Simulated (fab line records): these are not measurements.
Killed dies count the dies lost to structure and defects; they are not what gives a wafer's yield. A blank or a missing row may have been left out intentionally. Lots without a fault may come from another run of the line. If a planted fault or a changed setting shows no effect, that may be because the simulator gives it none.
A struck lot beside a sound one + flow n5 finfet + 16 steps out of a route of 1938
Sound: the wafers L278.3, L278.4, L278.5. Struck: wafer L292.1 (left out: L292.2, L292.6 of the same lot, which were not struck); the cause appears at the end.
Per side, at each step with rows, come the tool, then ch with its chambers, and then its first start. Under that, the readings that differ: sound wafers + struck wafers + difference of the means + sigmas: that difference in standard deviations of wafers without a fault.
alike: readings whose means differ by less than 2 such deviations, and words and numbers that are the same on both sides. not compared: withheld readings, readings that some wafer has no value for, bounds like >300 that may hide the same value, and numbers for which the record gives no deviation and whose values overlap.
The two part at a step that has a row with sigmas, a row that says differs or no value, or rows on one side only. Numbers that have no deviation but don't overlap get no sigmas and don't part them. A reading missing from all wafers of one side parts the sides only when that side holds two or more wafers.

first, 6 steps without rows for these wafers: N5_BEOL_M2_COAT_22 (resist thk 30 nm); N5_BEOL_M2_EBR_24; N5_BEOL_M2_SOFTBAKE_23 (time 60 s); N5_BEOL_M2_EXPOSE_25 (exposes mask V1, defocus 5 nm); N5_BEOL_M2_PEB_26 (peb time 60 s); N5_BEOL_M2_DEVELOP_27 (develop time 30 s).
N5_BEOL_M2_CD_MEAS_28: target cd 26.2 nm, target cd y 24.1 nm.
  sound on cd sem-03 ch 0, day 7 16:19; struck on cd sem-01 ch 0, day 11 00:06
  alike: cd nm
N5_BEOL_M2_OVL_MEAS_29:
  sound on overlay-01 ch 0, day 7 16:21; struck on overlay-02 ch 0, day 11 00:08
  alike: V1_OVL
N5_BEOL_M2_INSPECT_30: inspects for defects (brightfield).
  sound on defect inspect-02 at day 7 16:24; struck on defect inspect-01 at day 11 00:11
  alike: raw defect count
N5_BEOL_M2_DESCUM_33: chemistry O2, time 7 s.
  sound on rie diel-03 ch 2,3, day 7 16:26; struck on rie diel-05 ch 1, day 11 00:13
  alike: bias power w, drypump motor current A, oes product au, rf vpp V, showerhead plenum p Torr, throttle valve pct
  not compared: rf hours counter h
N5_BEOL_M2_ETCH_77: etches underlayer in N2/H2, target depth 6.5 nm, time 5.2 s.
  sound on rie diel-03 ch 2,3, day 7 16:29; struck on rie diel-05 ch 1, day 11 00:15
| reading                         | sound          | struck | difference | sigmas |
|---------------------------------|----------------|--------|------------|--------|
| etch rf on time s (s)           | 5.48 5.43 5.12 | 5.11   | -0.23      | -2     |
| showerhead plenum p Torr (Torr) | 2.64 2.64 2.64 | 2.52   | -0.12      | -2     |
  alike: drypump motor current A, oes product au, rf vpp V, throttle valve pct
  not compared: rf hours counter h
N5_BEOL_M2_ETCH_69: etches SiARC in CF4, target depth 15.6 nm, time 26 s.
  sound on rie diel-03 ch 2,3, day 7 16:29; struck on rie diel-05 ch 1, day 11 00:16
| reading               | sound          | struck | difference | sigmas |
|-----------------------|----------------|--------|------------|--------|
| etch rf on time s (s) | 27.0 27.1 25.8 | 25.3   | -1.3       | -3     |
  alike: drypump motor current A, oes product au, rf vpp V, showerhead plenum p Torr, throttle valve pct
  not compared: rf hours counter h
N5_BEOL_M2_ALD_98: deposits SiO2, target thk 2.5 nm, pulse time 1 s, co reactant pulse time 1 s.
  sound on ald sin-03 ch 1,2,3, day 7 16:35; struck on ald sin-03 ch 0, day 11 00:21
| reading            | sound     | struck | difference | sigmas |
|--------------------|-----------|--------|------------|--------|
| ald cycles         | 17 17 17  | 18     | +1         |        |
| heater power w (W) | 80 91 100 | 64     | -26        | -3     |
  alike: precursor pulse height rel
N5_BEOL_M2_ETCHBACK_99: etches SiO2 in CHF3, target depth 5 nm, time 10.4 s.
  sound on rie diel-05 ch 2,3, day 7 17:18; struck on rie diel-01 ch 2, day 11 01:38
| reading               | sound          | struck | difference | sigmas |
|-----------------------|----------------|--------|------------|--------|
| oes product au (a.u.) | 0.67 0.69 0.70 | 0.90   | +0.21      | +2     |
  alike: drypump motor current A, rf vpp V, showerhead plenum p Torr, throttle valve pct
  not compared: rf hours counter h
N5_BEOL_M4_RC_MEAS_101:
  sound on prober-02 ch 0, day 8 19:37; struck on prober-02 ch 0, day 11 21:37
| reading   | sound       | struck | difference | sigmas |
|-----------|-------------|--------|------------|--------|
| VT_N (mV) | 247 250 247 | 255    | +7         | +2     |
  alike: DIBL_N, DIBL_P, IOFF_N, IOFF_P, ION_N, ION_P, SS_N, SS_P, VT_P
N5_PASSIVATION_PROBE_49:
  rows exist in the record for the sound wafers here (prober-01, day 13 03:34), none for the struck ones

WHERE THEY PART
Earliest at N5_BEOL_M2_ETCH_77; latest, in this record, at N5_PASSIVATION_PROBE_49.

WHY: whatever the simulator had introduced
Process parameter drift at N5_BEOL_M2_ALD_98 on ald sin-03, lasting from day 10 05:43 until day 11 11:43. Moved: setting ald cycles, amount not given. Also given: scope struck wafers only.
